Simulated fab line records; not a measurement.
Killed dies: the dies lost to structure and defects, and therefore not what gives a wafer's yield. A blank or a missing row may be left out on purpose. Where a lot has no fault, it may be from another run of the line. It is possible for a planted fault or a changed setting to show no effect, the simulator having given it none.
Matching of chambers | flow n5_finfet | N5_BEOL_M0_SAQP_PECVD_00 on pecvd-03 has 3 sister chambers
The step deposits SiCN from 3MS/NH3, target thk 8 nm, time 14 s. 14 wafers are shown with their chamber, then 7 later ones without.

== WAFERS WITH THEIR CHAMBER ==
wafer  | chamber | showerhead_plenum_p_Torr (Torr) | throttle_valve_pct (%)
L644.1 | 0       | 3.639                           | 8.8
L644.3 | 1       | 3.649                           | 9.2
L644.5 | 2       | 3.658                           | 8.6
L648.1 | 2       | 3.649                           | 9.0
L648.4 | 2       | 3.654                           | 8.8
L648.6 | 1       | 3.649                           | 9.2
L649.1 | 2       | 3.663                           | 8.8
L649.3 | 1       | 3.652                           | 8.9
L649.5 | 2       | 3.659                           | 8.8
L662.1 | 0       | 3.639                           | 8.9
L662.2 | 1       | 3.652                           | 9.1
L662.6 | 0       | 3.638                           | 9.1
L663.3 | 1       | 3.651                           | 8.7
L663.4 | 1       | 3.648                           | 9.0

SIGNATURES (means of the wafers above)
reading                  | chamber 0 | chamber 1 | chamber 2 | scatter within a chamber
showerhead_plenum_p_Torr | 3.63867   | 3.65017   | 3.65660   | 0.00342
throttle_valve_pct       | 8.933     | 9.017     | 8.800     | 0.169
Rule: distance of a wafer from a chamber = root of the sum over the readings of ((wafer's reading minus chamber's mean) / reading's scatter) squared. The wafer belongs to the nearest chamber; if the next one is less than 2 further off, it can't be placed. The scatter: take each reading less its chamber's mean, square it, sum over the shown wafers, divide by the number of wafers less the number of chambers, and take the root.

== WAFERS WITHOUT THEIR CHAMBER ==
wafer  | showerhead_plenum_p_Torr (Torr) | throttle_valve_pct (%)
L663.5 | 3.638                           | 9.0
L664.1 | 3.663                           | 8.7
L664.2 | 3.647                           | 9.4
L664.3 | 3.642                           | 9.1
L665.4 | 3.649                           | 8.9
L665.5 | 3.636                           | 9.1
L665.6 | 3.653                           | 9.0

== WHICH CHAMBER EACH ONE RAN IN ==
wafer  | from the rows above     | in truth
L663.5 | 0                       | 0
L664.1 | 2                       | 2
L664.2 | can't be placed: 1 or 0 | 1
L664.3 | can't be placed: 0 or 1 | 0
L665.4 | can't be placed: 1 or 2 | 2
L665.5 | 0                       | 0
L665.6 | can't be placed: 1 or 2 | 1
Correctly placed: 3 of 7. Unplaceable from these rows: 4, with the true chamber sitting among the candidates in 4. 0 placed wrongly.
